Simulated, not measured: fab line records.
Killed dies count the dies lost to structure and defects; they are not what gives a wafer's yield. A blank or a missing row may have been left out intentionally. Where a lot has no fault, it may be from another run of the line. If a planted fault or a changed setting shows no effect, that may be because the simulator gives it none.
fab line records :: flow n5Finfet
[record]
  lots = 7
  wafers = 19
  lastDay = 18
route steps=1938 shown STI_FIN_REVEAL@192 PASSIVATION@1936
lots with no fault: from the same line, run without faults
startH: hours from the record's opening day to when the first of the lot's shown wafers began :: waitH: hours elapsed since this lot's preceding step :: " same as the row above :: L1.1+2: one row covering several wafers at once :: - no value, or no start given :: * or withheld: withheld :: < > ~ a bound
route shown NAME@n: names a module that has steps shown in the file, with the first one's number in the route :: usual: average and standard deviation across the fault-free wafers :: same: alike in all rows :: chamber/n: place in a boat :: sites: each site's reading :: _std_site: the values' standard deviation :: _edge_site: the outer-site mean with the inner-site mean subtracted :: radiusMm: how far each site lies from the wafer's centre :: mask NAME#n: copy n :: behind: tool/chamber where the wafer was last shaped :: hold: what put the lot on hold/how long, in hours/how the hold closed :: device: the transistor (n, p or np) that didn't switch :: end of line: the route-end tests of the same wafers :: where a step has no rows: the recipe by itself :: killed: dies lost to structure and defects at the first sort, not the wafer's yield :: map: shows each die of a wafer: x if killed, . if not, _ if none is there
set.NAME: the run value of the setting; set.NAME@STEP: its run value at that earlier step :: model.NAME: the simulator's own value behind a step, which no gauge read
a table for each step, a row for each wafer; lots at some steps of the route
services: the hour from which a tool's chamber was out of use, counted from the record's first day as startH (under 0 if before that day), plus the number of hours and why
[[steps]]
[step N5_STI_FIN_REVEAL_PRECLEAN_25]
[recipe]
  chemistry = SPM
  timeS = 90
  tempC = 120
  mix = 4:1
[step N5_STI_FIN_REVEAL_PRECLEAN_26]
[recipe]
  chemistry = SC1
  timeS = 45
  tempC = 46
  mix = 1:2:100
[step N5_STI_FIN_REVEAL_PRECLEAN_29]
[recipe]
  chemistry = DHF
  timeS = 30
  tempC = 25
  dilution = 300:1
[step N5_STI_FIN_REVEAL_SRD_12]
[recipe]
  timeS = 30
  tempC = 23
  rinseLiquid = diw
  dry = ipaMarangoni
[step N5_STI_FIN_REVEAL_RECESS_09]
[recipe]
  chemistry = HF/NH3
  target = SiO2
  afsCycles = 11
  targetDepthA = 425
  tempC = 30
  sublimationTempC = 180
  sublimationTimeS = 60
[usual]
  drypumpMotorCurrentA = 6.09/0.23
[same]
  afsCycles = 11
lot.wafer: L230.2
tool: vaporEtch-01
chamber: 1
startH: 54.27
waitH: 0.0
drypumpMotorCurrentA: 6.56

lot.wafer: L230.4
tool: vaporEtch-01
chamber: 0
startH: 54.27
waitH: 0.0
drypumpMotorCurrentA: 5.89

lot.wafer: L230.5
tool: vaporEtch-01
chamber: 0
startH: 54.27
waitH: 0.0
drypumpMotorCurrentA: 5.89

lot.wafer: L237.1
tool: vaporEtch-01
chamber: 0
startH: 95.41
waitH: 0.0
drypumpMotorCurrentA: 5.89

lot.wafer: L237.3
tool: vaporEtch-01
chamber: 0
startH: 95.41
waitH: 0.0
drypumpMotorCurrentA: 5.89

lot.wafer: L237.4
tool: vaporEtch-01
chamber: 1
startH: 95.41
waitH: 0.0
drypumpMotorCurrentA: 6.56

lot.wafer: L238.1
tool: vaporEtch-02
chamber: 0
startH: 103.40
waitH: 0.0
drypumpMotorCurrentA: 5.87

lot.wafer: L238.4
tool: vaporEtch-02
chamber: 1
startH: 103.40
waitH: 0.0
drypumpMotorCurrentA: 6.13

lot.wafer: L238.6
tool: vaporEtch-02
chamber: 1
startH: 103.40
waitH: 0.0
drypumpMotorCurrentA: 6.13

lot.wafer: L239.1
tool: vaporEtch-02
chamber: 1
startH: 107.23
waitH: 0.0
drypumpMotorCurrentA: 6.15

lot.wafer: L239.4
tool: vaporEtch-02
chamber: 1
startH: 107.23
waitH: 0.0
drypumpMotorCurrentA: 6.13

lot.wafer: L239.5
tool: vaporEtch-02
chamber: 0
startH: 107.23
waitH: 0.0
drypumpMotorCurrentA: 5.86

lot.wafer: L241.4
tool: vaporEtch-01
chamber: 1
startH: 118.99
waitH: 0.6
drypumpMotorCurrentA: 6.54

lot.wafer: L241.5
tool: vaporEtch-01
chamber: 1
startH: 118.99
waitH: 0.6
drypumpMotorCurrentA: 6.54

lot.wafer: L247.3
tool: vaporEtch-02
chamber: 1
startH: 158.40
waitH: 0.6
drypumpMotorCurrentA: 6.14

lot.wafer: L247.6
tool: vaporEtch-02
chamber: 1
startH: 158.40
waitH: 0.6
drypumpMotorCurrentA: 6.13

lot.wafer: L250.1
tool: vaporEtch-02
chamber: 0
startH: 172.76
waitH: 0.0
drypumpMotorCurrentA: 5.93

lot.wafer: L250.4
tool: vaporEtch-02
chamber: 0
startH: 172.76
waitH: 0.0
drypumpMotorCurrentA: 5.93

lot.wafer: L250.5
tool: vaporEtch-02
chamber: 0
startH: 172.76
waitH: 0.0
drypumpMotorCurrentA: 5.89
[step N5_STI_FIN_REVEAL_STRIP_16]
[recipe]
  chemistry = H3PO4
  material = SiNx
  tempC = 165
  targetDepthA = 238
  overetchFraction = 0.4964
  dry = ipaMarangoni
[step N5_STI_FIN_REVEAL_PRECLEAN_17]
[recipe]
  chemistry = NF3:NH3
  afsCycles = 1
  tempC = 30
  timeS = 20
  sublimationTempC = 180
  sublimationTimeS = 60
  pressureTorr = 3
  rfPowerW = 30
[step N5_STI_FIN_REVEAL_ETCH_34]
[recipe]
  chemistry = H2
  mode = isotropic
  material = Si
  target = Si
  targetDepthA = 9.7
  tempC = 20
  pressureMtorr = 4.5
  icpW = 300
  biasW = 0
  h2FlowSccm = 7.5
  heFlowSccm = 142.5
[usual]
  chamberPressureMTorr = 4.500/0.0041
  drypumpMotorCurrentA = 5.7/0.43
  heBacksideLeakSccm = 2.8/0.52
  oesProductAu = 0.999/0.018
  throttleValvePct = 26.2/0.65
lot.wafer: L230.2
tool: rieSi-03
chamber: 3
startH: 56.38
waitH: 0.1
chamberPressureMTorr: 4.503
drypumpMotorCurrentA: 5.8
heBacksideLeakSccm: 3.3
oesProductAu: 0.996
rfHoursCounterH: 129
throttleValvePct: 26.5

lot.wafer: L230.4
tool: rieSi-03
chamber: 0
startH: 56.38
waitH: 0.1
chamberPressureMTorr: 4.506
drypumpMotorCurrentA: 5.7
heBacksideLeakSccm: 2.7
oesProductAu: 0.965
rfHoursCounterH: 111
throttleValvePct: 25.7

lot.wafer: L230.5
tool: rieSi-03
chamber: 1
startH: 56.38
waitH: 0.1
chamberPressureMTorr: 4.503
drypumpMotorCurrentA: 5.8
heBacksideLeakSccm: 2.2
oesProductAu: 1.028
rfHoursCounterH: -
throttleValvePct: 27.1

lot.wafer: L237.1
tool: rieSi-03
chamber: 2
startH: 97.50
waitH: 0.2
chamberPressureMTorr: 4.498
drypumpMotorCurrentA: 5.5
heBacksideLeakSccm: 2.6
oesProductAu: 1.000
rfHoursCounterH: 106
throttleValvePct: 26.7

lot.wafer: L237.3
tool: rieSi-03
chamber: 0
startH: 97.50
waitH: 0.2
chamberPressureMTorr: 4.505
drypumpMotorCurrentA: 5.7
heBacksideLeakSccm: 2.7
oesProductAu: 0.971
rfHoursCounterH: 111
throttleValvePct: 25.7

lot.wafer: L237.4
tool: rieSi-03
chamber: 3
startH: 97.50
waitH: 0.2
chamberPressureMTorr: 4.494
drypumpMotorCurrentA: 5.8
heBacksideLeakSccm: 3.4
oesProductAu: 0.996
rfHoursCounterH: 130
throttleValvePct: 26.5

lot.wafer: L238.1
tool: rieSi-05
chamber: 3
startH: 105.49
waitH: 0.2
chamberPressureMTorr: 4.507
drypumpMotorCurrentA: 5.4
heBacksideLeakSccm: 2.8
oesProductAu: 0.973
rfHoursCounterH: 43
throttleValvePct: 26.9

lot.wafer: L238.4
tool: rieSi-05
chamber: 1
startH: 105.49
waitH: 0.2
chamberPressureMTorr: 4.499
drypumpMotorCurrentA: 5.8
heBacksideLeakSccm: 2.6
oesProductAu: 1.010
rfHoursCounterH: 96
throttleValvePct: 25.7

lot.wafer: L238.6
tool: rieSi-05
chamber: 3
startH: 105.49
waitH: 0.2
chamberPressureMTorr: 4.500
drypumpMotorCurrentA: 5.4
heBacksideLeakSccm: 2.7
oesProductAu: 0.969
rfHoursCounterH: -
throttleValvePct: 26.9

lot.wafer: L239.1
tool: rieSi-03
chamber: 0
startH: 109.32
waitH: 0.2
chamberPressureMTorr: 4.504
drypumpMotorCurrentA: 5.7
heBacksideLeakSccm: 2.7
oesProductAu: 0.970
rfHoursCounterH: 112
throttleValvePct: 25.7

lot.wafer: L239.4
tool: rieSi-03
chamber: 1
startH: 109.32
waitH: 0.2
chamberPressureMTorr: 4.499
drypumpMotorCurrentA: 5.8
heBacksideLeakSccm: 2.5
oesProductAu: 1.012
rfHoursCounterH: 105
throttleValvePct: 27.1

lot.wafer: L239.5
tool: rieSi-03
chamber: 1
startH: 109.32
waitH: 0.2
chamberPressureMTorr: 4.495
drypumpMotorCurrentA: 5.8
heBacksideLeakSccm: 2.7
oesProductAu: 1.011
rfHoursCounterH: -
throttleValvePct: 27.1

lot.wafer: L241.4
tool: rieSi-03
chamber: 0
startH: 120.55
waitH: 0.1
chamberPressureMTorr: 4.501
drypumpMotorCurrentA: 5.6
heBacksideLeakSccm: 2.8
oesProductAu: 0.979
rfHoursCounterH: 112
throttleValvePct: 25.7

lot.wafer: L241.5
tool: rieSi-03
chamber: 2
startH: 120.55
waitH: 0.1
chamberPressureMTorr: 4.498
drypumpMotorCurrentA: 5.4
heBacksideLeakSccm: 2.5
oesProductAu: 0.993
rfHoursCounterH: -
throttleValvePct: 26.7

lot.wafer: L247.3
tool: rieSi-05
chamber: 0
startH: 159.96
waitH: 0.1
chamberPressureMTorr: 4.491
drypumpMotorCurrentA: 6.0
heBacksideLeakSccm: 2.3
oesProductAu: 0.995
rfHoursCounterH: 64
throttleValvePct: 25.1

lot.wafer: L247.6
tool: rieSi-05
chamber: 3
startH: 159.96
waitH: 0.1
chamberPressureMTorr: 4.495
drypumpMotorCurrentA: 5.4
heBacksideLeakSccm: 2.6
oesProductAu: 0.982
rfHoursCounterH: -
throttleValvePct: 26.9

lot.wafer: L250.1
tool: rieSi-03
chamber: 2
startH: 175.10
waitH: 0.2
chamberPressureMTorr: 4.503
drypumpMotorCurrentA: 5.5
heBacksideLeakSccm: 2.5
oesProductAu: 0.995
rfHoursCounterH: 108
throttleValvePct: 26.7

lot.wafer: L250.4
tool: rieSi-03
chamber: 0
startH: 175.10
waitH: 0.2
chamberPressureMTorr: 4.498
drypumpMotorCurrentA: 5.7
heBacksideLeakSccm: 2.6
oesProductAu: 0.971
rfHoursCounterH: 113
throttleValvePct: 25.7

lot.wafer: L250.5
tool: rieSi-03
chamber: 3
startH: 175.10
waitH: 0.2
chamberPressureMTorr: 4.500
drypumpMotorCurrentA: 5.8
heBacksideLeakSccm: 3.3
oesProductAu: 1.002
rfHoursCounterH: -
throttleValvePct: 26.5
[step N5_STI_FIN_REVEAL_OXIDATION_31]
[recipe]
  chemistry = O2_PLASMA_REMOTE
  tempC = 150
  timeS = 20
  pressureMtorr = 1000
  sourcePowerW = 2000
  o2FlowSccm = 3000
[usual]
  chamberPressureMTorr = 1000.0/0.96
  drypumpMotorCurrentA = 5.6/0.52
  heaterPowerW = 145/4.3
lot.wafer: L230.2
tool: plasmaAsher-02
chamber: 1
startH: 56.44
waitH: 0.0
chamberPressureMTorr: 998.6
drypumpMotorCurrentA: 5.8
heaterPowerW: 150
rfHoursCounterH: 33

lot.wafer: L230.4
tool: plasmaAsher-02
chamber: 0
startH: 56.44
waitH: 0.0
chamberPressureMTorr: 1000.1
drypumpMotorCurrentA: 6.2
heaterPowerW: 144
rfHoursCounterH: -

lot.wafer: L230.5
tool: plasmaAsher-02
chamber: 1
startH: 56.44
waitH: 0.0
chamberPressureMTorr: 999.0
drypumpMotorCurrentA: 5.8
heaterPowerW: 150
rfHoursCounterH: -

lot.wafer: L237.1
tool: plasmaAsher-01
chamber: 1
startH: 97.56
waitH: 0.0
chamberPressureMTorr: 1002.0
drypumpMotorCurrentA: 4.7
heaterPowerW: 136
rfHoursCounterH: 92

lot.wafer: L237.3
tool: plasmaAsher-01
chamber: 1
startH: 97.56
waitH: 0.0
chamberPressureMTorr: 1000.3
drypumpMotorCurrentA: 4.7
heaterPowerW: 140
rfHoursCounterH: -

lot.wafer: L237.4
tool: plasmaAsher-01
chamber: 0
startH: 97.56
waitH: 0.0
chamberPressureMTorr: 1000.9
drypumpMotorCurrentA: 5.7
heaterPowerW: 147
rfHoursCounterH: -

lot.wafer: L238.1
tool: plasmaAsher-02
chamber: 1
startH: 105.55
waitH: 0.0
chamberPressureMTorr: 1000.7
drypumpMotorCurrentA: 5.8
heaterPowerW: 145
rfHoursCounterH: 43

lot.wafer: L238.4
tool: plasmaAsher-02
chamber: 0
startH: 105.55
waitH: 0.0
chamberPressureMTorr: 1000.0
drypumpMotorCurrentA: 6.2
heaterPowerW: 145
rfHoursCounterH: -

lot.wafer: L238.6
tool: plasmaAsher-02
chamber: 1
startH: 105.55
waitH: 0.0
chamberPressureMTorr: 999.4
drypumpMotorCurrentA: 5.8
heaterPowerW: 150
rfHoursCounterH: -

lot.wafer: L239.1
tool: plasmaAsher-01
chamber: 1
startH: 109.38
waitH: 0.0
chamberPressureMTorr: 1000.8
drypumpMotorCurrentA: 4.7
heaterPowerW: 141
rfHoursCounterH: 94

lot.wafer: L239.4
tool: plasmaAsher-01
chamber: 1
startH: 109.38
waitH: 0.0
chamberPressureMTorr: 999.1
drypumpMotorCurrentA: 4.7
heaterPowerW: 142
rfHoursCounterH: -

lot.wafer: L239.5
tool: plasmaAsher-01
chamber: 1
startH: 109.38
waitH: 0.0
chamberPressureMTorr: 1000.7
drypumpMotorCurrentA: 4.7
heaterPowerW: 137
rfHoursCounterH: -

lot.wafer: L241.4
tool: plasmaAsher-02
chamber: 1
startH: 120.63
waitH: 0.1
chamberPressureMTorr: 1000.2
drypumpMotorCurrentA: 5.8
heaterPowerW: 148
rfHoursCounterH: -

lot.wafer: L241.5
tool: plasmaAsher-02
chamber: 0
startH: 120.63
waitH: 0.1
chamberPressureMTorr: 1001.5
drypumpMotorCurrentA: 6.2
heaterPowerW: 146
rfHoursCounterH: -

lot.wafer: L247.3
tool: plasmaAsher-01
chamber: 1
startH: 160.04
waitH: 0.1
chamberPressureMTorr: 1000.6
drypumpMotorCurrentA: 4.8
heaterPowerW: 138
rfHoursCounterH: -

lot.wafer: L247.6
tool: plasmaAsher-01
chamber: 0
startH: 160.04
waitH: 0.1
chamberPressureMTorr: 1000.1
drypumpMotorCurrentA: 5.7
heaterPowerW: 148
rfHoursCounterH: -

lot.wafer: L250.1
tool: plasmaAsher-01
chamber: 1
startH: 175.17
waitH: 0.0
chamberPressureMTorr: 999.2
drypumpMotorCurrentA: 4.7
heaterPowerW: 138
rfHoursCounterH: 108

lot.wafer: L250.4
tool: plasmaAsher-01
chamber: 1
startH: 175.17
waitH: 0.0
chamberPressureMTorr: 1001.1
drypumpMotorCurrentA: 4.7
heaterPowerW: 140
rfHoursCounterH: -

lot.wafer: L250.5
tool: plasmaAsher-01
chamber: 1
startH: 175.17
waitH: 0.0
chamberPressureMTorr: 1000.1
drypumpMotorCurrentA: 4.7
heaterPowerW: 142
rfHoursCounterH: -
[step N5_STI_FIN_REVEAL_PRECLEAN_32]
[recipe]
  chemistry = NF3:NH3
  afsCycles = 1
  tempC = 30
  timeS = 20
  sublimationTempC = 180
  sublimationTimeS = 60
  pressureTorr = 3
  rfPowerW = 30
[step N5_STI_FIN_REVEAL_STRIP_35]
[recipe]
  chemistry = H3PO4
  material = Si3N4
  tempC = 165
  targetDepthA = 40
  timeS = 39
[step N5_STI_FIN_REVEAL_SRD_21]
[recipe]
  dry = ipaMarangoni
  timeS = 30
  tempC = 23
  rinseLiquid = diw
[step N5_STI_FIN_REVEAL_OXIDATION_33]
[recipe]
  chemistry = O2_PLASMA_REMOTE
  tempC = 150
  timeS = 20
  pressureMtorr = 1000
  sourcePowerW = 2000
  o2FlowSccm = 3000
[usual]
  chamberPressureMTorr = 1000.1/0.9
  drypumpMotorCurrentA = 5.6/0.52
  heaterPowerW = 145/4.8
lot.wafer: L230.2
tool: plasmaAsher-02
chamber: 1
startH: 56.79
waitH: 0.0
chamberPressureMTorr: 999.3
drypumpMotorCurrentA: 5.8
heaterPowerW: 148
rfHoursCounterH: 33

lot.wafer: L230.4
tool: plasmaAsher-02
chamber: 1
startH: 56.79
waitH: 0.0
chamberPressureMTorr: 1001.9
drypumpMotorCurrentA: 5.8
heaterPowerW: 153
rfHoursCounterH: -

lot.wafer: L230.5
tool: plasmaAsher-02
chamber: 1
startH: 56.79
waitH: 0.0
chamberPressureMTorr: 1000.8
drypumpMotorCurrentA: 5.8
heaterPowerW: 149
rfHoursCounterH: -

lot.wafer: L237.1
tool: plasmaAsher-01
chamber: 1
startH: 97.91
waitH: 0.0
chamberPressureMTorr: -
drypumpMotorCurrentA: -
heaterPowerW: -
rfHoursCounterH: -

lot.wafer: L237.3
tool: plasmaAsher-01
chamber: 0
startH: 97.91
waitH: 0.0
chamberPressureMTorr: -
drypumpMotorCurrentA: -
heaterPowerW: -
rfHoursCounterH: -

lot.wafer: L237.4
tool: plasmaAsher-01
chamber: 1
startH: 97.91
waitH: 0.0
chamberPressureMTorr: -
drypumpMotorCurrentA: -
heaterPowerW: -
rfHoursCounterH: -

lot.wafer: L238.1
tool: plasmaAsher-01
chamber: 1
startH: 105.90
waitH: 0.0
chamberPressureMTorr: -
drypumpMotorCurrentA: -
heaterPowerW: -
rfHoursCounterH: -

lot.wafer: L238.4
tool: plasmaAsher-01
chamber: 0
startH: 105.90
waitH: 0.0
chamberPressureMTorr: -
drypumpMotorCurrentA: -
heaterPowerW: -
rfHoursCounterH: -

lot.wafer: L238.6
tool: plasmaAsher-01
chamber: 1
startH: 105.90
waitH: 0.0
chamberPressureMTorr: -
drypumpMotorCurrentA: -
heaterPowerW: -
rfHoursCounterH: -

lot.wafer: L239.1
tool: plasmaAsher-01
chamber: 0
startH: 109.73
waitH: 0.0
chamberPressureMTorr: -
drypumpMotorCurrentA: -
heaterPowerW: -
rfHoursCounterH: -

lot.wafer: L239.4
tool: plasmaAsher-01
chamber: 0
startH: 109.73
waitH: 0.0
chamberPressureMTorr: -
drypumpMotorCurrentA: -
heaterPowerW: -
rfHoursCounterH: -

lot.wafer: L239.5
tool: plasmaAsher-01
chamber: 0
startH: 109.73
waitH: 0.0
chamberPressureMTorr: -
drypumpMotorCurrentA: -
heaterPowerW: -
rfHoursCounterH: -

lot.wafer: L241.4
tool: plasmaAsher-02
chamber: 0
startH: 120.98
waitH: 0.0
chamberPressureMTorr: 999.5
drypumpMotorCurrentA: 6.2
heaterPowerW: 143
rfHoursCounterH: -

lot.wafer: L241.5
tool: plasmaAsher-02
chamber: 0
startH: 120.98
waitH: 0.0
chamberPressureMTorr: 1000.1
drypumpMotorCurrentA: 6.2
heaterPowerW: 141
rfHoursCounterH: -

lot.wafer: L247.3
tool: plasmaAsher-01
chamber: 1
startH: 160.39
waitH: 0.0
chamberPressureMTorr: 1001.1
drypumpMotorCurrentA: 4.7
heaterPowerW: 136
rfHoursCounterH: -

lot.wafer: L247.6
tool: plasmaAsher-01
chamber: 1
startH: 160.39
waitH: 0.0
chamberPressureMTorr: 1001.2
drypumpMotorCurrentA: 4.8
heaterPowerW: 138
rfHoursCounterH: -

lot.wafer: L250.1
tool: plasmaAsher-01
chamber: 1
startH: 175.62
waitH: 0.1
chamberPressureMTorr: 999.6
drypumpMotorCurrentA: 4.7
heaterPowerW: 140
rfHoursCounterH: 108

lot.wafer: L250.4
tool: plasmaAsher-01
chamber: 1
startH: 175.62
waitH: 0.1
chamberPressureMTorr: 1000.6
drypumpMotorCurrentA: 4.7
heaterPowerW: 139
rfHoursCounterH: -

lot.wafer: L250.5
tool: plasmaAsher-01
chamber: 1
startH: 175.62
waitH: 0.1
chamberPressureMTorr: 1000.0
drypumpMotorCurrentA: 4.8
heaterPowerW: 142
rfHoursCounterH: -
[step N5_STI_FIN_REVEAL_CLEAN_19]
[recipe]
  chemistry = O3/DIW
  tempC = 25
  timeS = 120
  o3Ppm = 10
[step N5_STI_FIN_REVEAL_SRD_23]
[recipe]
  dry = ipaMarangoni
  timeS = 30
  tempC = 23
  rinseLiquid = diw
[step N5_STI_FIN_REVEAL_CD_MEAS_22]
[recipe]
  targetCdNm = 6.238
  pitchNm = 28
  polarity = line
[usual]
  cdNm = 6.15/0.28
lot.wafer: L230.2
tool: cdSem-01
chamber: -
startH: 56.96
waitH: 0.0
cdNm: 6.60

lot.wafer: L230.4
tool: cdSem-01
chamber: -
startH: 56.96
waitH: 0.0
cdNm: 6.28

lot.wafer: L230.5
tool: cdSem-01
chamber: -
startH: 56.96
waitH: 0.0
cdNm: 6.64

lot.wafer: L237.1
tool: cdSem-03
chamber: -
startH: 98.08
waitH: 0.0
cdNm: 7.42

lot.wafer: L237.3
tool: cdSem-03
chamber: -
startH: 98.08
waitH: 0.0
cdNm: 7.60

lot.wafer: L237.4
tool: cdSem-03
chamber: -
startH: 98.08
waitH: 0.0
cdNm: 7.09

lot.wafer: L238.1
tool: cdSem-03
chamber: -
startH: 106.06
waitH: 0.0
cdNm: 7.13

lot.wafer: L238.4
tool: cdSem-03
chamber: -
startH: 106.06
waitH: 0.0
cdNm: 7.07

lot.wafer: L238.6
tool: cdSem-03
chamber: -
startH: 106.06
waitH: 0.0
cdNm: 7.15

lot.wafer: L239.1
tool: cdSem-01
chamber: -
startH: 109.89
waitH: 0.0
cdNm: 7.35

lot.wafer: L239.4
tool: cdSem-01
chamber: -
startH: 109.89
waitH: 0.0
cdNm: 7.27

lot.wafer: L239.5
tool: cdSem-01
chamber: -
startH: 109.89
waitH: 0.0
cdNm: 6.66

lot.wafer: L241.4
tool: cdSem-01
chamber: -
startH: 121.13
waitH: 0.0
cdNm: 6.11

lot.wafer: L241.5
tool: cdSem-01
chamber: -
startH: 121.13
waitH: 0.0
cdNm: 5.55

lot.wafer: L247.3
tool: cdSem-02
chamber: -
startH: 160.54
waitH: 0.0
cdNm: 6.11

lot.wafer: L247.6
tool: cdSem-02
chamber: -
startH: 160.54
waitH: 0.0
cdNm: 6.12

lot.wafer: L250.1
tool: cdSem-03
chamber: -
startH: 175.78
waitH: 0.0
cdNm: 6.39

lot.wafer: L250.4
tool: cdSem-03
chamber: -
startH: 175.78
waitH: 0.0
cdNm: 5.99

lot.wafer: L250.5
tool: cdSem-03
chamber: -
startH: 175.78
waitH: 0.0
cdNm: 6.36
[step N5_STI_FIN_REVEAL_FIN_H_MEAS_10]
[usual]
  trenchDepthNm = 51.9/0.83
lot.wafer: L230.2
tool: ocd-01
chamber: -
startH: 56.99
waitH: 0.0
trenchDepthNm: 52.7

lot.wafer: L230.4
tool: ocd-01
chamber: -
startH: 56.99
waitH: 0.0
trenchDepthNm: 51.1

lot.wafer: L230.5
tool: ocd-01
chamber: -
startH: 56.99
waitH: 0.0
trenchDepthNm: 52.9

lot.wafer: L237.1
tool: ocd-01
chamber: -
startH: 98.11
waitH: 0.0
trenchDepthNm: 52.2

lot.wafer: L237.3
tool: ocd-01
chamber: -
startH: 98.11
waitH: 0.0
trenchDepthNm: 50.9

lot.wafer: L237.4
tool: ocd-01
chamber: -
startH: 98.11
waitH: 0.0
trenchDepthNm: 50.8

lot.wafer: L238.1
tool: ocd-01
chamber: -
startH: 106.09
waitH: 0.0
trenchDepthNm: 52.6

lot.wafer: L238.4
tool: ocd-01
chamber: -
startH: 106.09
waitH: 0.0
trenchDepthNm: 51.9

lot.wafer: L238.6
tool: ocd-01
chamber: -
startH: 106.09
waitH: 0.0
trenchDepthNm: 52.9

lot.wafer: L239.1
tool: ocd-01
chamber: -
startH: 109.92
waitH: 0.0
trenchDepthNm: 50.5

lot.wafer: L239.4
tool: ocd-01
chamber: -
startH: 109.92
waitH: 0.0
trenchDepthNm: 52.6

lot.wafer: L239.5
tool: ocd-01
chamber: -
startH: 109.92
waitH: 0.0
trenchDepthNm: 51.1

lot.wafer: L241.4
tool: ocd-01
chamber: -
startH: 121.16
waitH: 0.0
trenchDepthNm: 51.9

lot.wafer: L241.5
tool: ocd-01
chamber: -
startH: 121.16
waitH: 0.0
trenchDepthNm: 52.8

lot.wafer: L247.3
tool: ocd-01
chamber: -
startH: 160.57
waitH: 0.0
trenchDepthNm: 51.8

lot.wafer: L247.6
tool: ocd-01
chamber: -
startH: 160.57
waitH: 0.0
trenchDepthNm: 51.8

lot.wafer: L250.1
tool: ocd-01
chamber: -
startH: 175.81
waitH: 0.0
trenchDepthNm: 51.5

lot.wafer: L250.4
tool: ocd-01
chamber: -
startH: 175.81
waitH: 0.0
trenchDepthNm: 51.4

lot.wafer: L250.5
tool: ocd-01
chamber: -
startH: 175.81
waitH: 0.0
trenchDepthNm: 53.1
[step N5_PASSIVATION_PROBE_49]
[usual]
  killed_at_M0_to_M3 = 35/11
  killed_at_M4_up = 14/5.4
  killedAtContacts = 13/6
  killedAtFrontEnd = 38/11
  killedAtOther = 3.4/2.6
  killedDies = 104/19
  killedOpen = 68/13
  killedShort = 34/8.5
[same]
  grossDies = 1180
  killedAtBackSide = 0
lot.wafer: L230.2
tool: prober-02
chamber: -
startH: 332.86
waitH: 0.1
killed_at_M0_to_M3: 54
killed_at_M4_up: 9
killedAtContacts: 9
killedAtFrontEnd: 34
killedAtOther: 1
killedDies: 107
killedOpen: 73
killedShort: 34

lot.wafer: L230.4
tool: prober-02
chamber: -
startH: 332.96
waitH: 0.2
killed_at_M0_to_M3: 33
killed_at_M4_up: 10
killedAtContacts: 5
killedAtFrontEnd: 28
killedAtOther: 2
killedDies: 78
killedOpen: 52
killedShort: 24

lot.wafer: L230.5
tool: prober-02
chamber: -
startH: 333.01
waitH: 0.2
killed_at_M0_to_M3: 44
killed_at_M4_up: 8
killedAtContacts: 21
killedAtFrontEnd: 36
killedAtOther: 1
killedDies: 110
killedOpen: 77
killedShort: 31

lot.wafer: L239.4
tool: prober-01
chamber: -
startH: 370.14
waitH: 0.2
killed_at_M0_to_M3: 34
killed_at_M4_up: 28
killedAtContacts: 3
killedAtFrontEnd: 38
killedAtOther: 1
killedDies: 104
killedOpen: 65
killedShort: 33
// killed by level:class
L230.2 BEOL_M1:geometricParticle:open=15 FIN_SAQP:geometricParticle:open=8 DUMMY_GATE:geometricParticle:open=7 MOL_CONTACT_COAG:geometricParticle:open=7 BEOL_M0_SAQP:geometricParticle:open=7 BEOL_M0_SAQP:geometricParticle:short=7 BEOL_M3:geometricParticle:open=7 BEOL_M4:geometricParticle:open=6
L230.4 BEOL_M0_SAQP:geometricParticle:open=12 BEOL_M0_SAQP:geometricParticle:short=9 BEOL_M2:geometricParticle:open=7 FIN_SAQP:geometricParticle:short=6 DUMMY_GATE:geometricParticle:open=6 MOL_CONTACT_COAG:geometricParticle:open=5 FIN_SAQP:geometricParticle:open=4 STI_FIN_REVEAL:geometricParticle:open=4
L230.5 MOL_CONTACT_COAG:geometricParticle:open=17 BEOL_M2:geometricParticle:open=11 BEOL_M0_SAQP:geometricParticle:short=9 BEOL_M0_SAQP:geometricParticle:open=9 BEOL_M1:geometricParticle:open=8 DUMMY_GATE:geometricParticle:open=7 FIN_SAQP:geometricParticle:open=5 DUMMY_GATE:geometricParticle:short=4
L239.4 BEOL_M4:geometricParticle:open=22 BEOL_M2:geometricParticle:open=9 GATE_CUT:geometricParticle:short=8 BEOL_M0_SAQP:geometricParticle:short=8 STI_FIN_REVEAL:geometricParticle:open=6 BEOL_M0_SAQP:geometricParticle:open=6 GATE_CUT:geometricParticle:open=5 HKMG_FIN:areaEtch=5
[[services]]
tool: rieSi-03
chamber: 1
startH: 36.44
hours: 6.0
kind: repair

tool: rieSi-03
chamber: -
startH: 67.54
hours: 0.3
kind: repair

tool: rieSi-05
chamber: 2
startH: 91.24
hours: 4.4
kind: repair

tool: rieSi-03
chamber: -
startH: 175.46
hours: 2.0
kind: repair
[[key]]
[firstSign]
  step = N5_STI_FIN_REVEAL_OXIDATION_33
  reading = toolRecord
  direction = missing
[effect]
  step = N5_STI_FIN_REVEAL_CD_MEAS_22
  reading = cdNm
  direction = up
  sigmas = 3.7
  usual = 6.15
  struck = 7.19
metAt N5_STI_FIN_REVEAL_OXIDATION_33
struckWafers L237.1,L237.3,L237.4,L238.1,L238.4,L238.6,L239.1,L239.4,L239.5
testerLeftOut L237,L238,L239
[fault]
  kind = skippedStepWhole
  tool = plasmaAsher-01
  chamber = -
  onsetH = 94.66
  steps = N5_STI_FIN_REVEAL_OXIDATION_33
  scope = struckLotsOnly
// testerLeftOut: of these lots the tester's yield and bins aren't shown, on N5 and GAA mostly nor the transistor test; their killed dies are dies lost to structure and defects alone, not to doping, threshold or leakage, so they don't give the yield
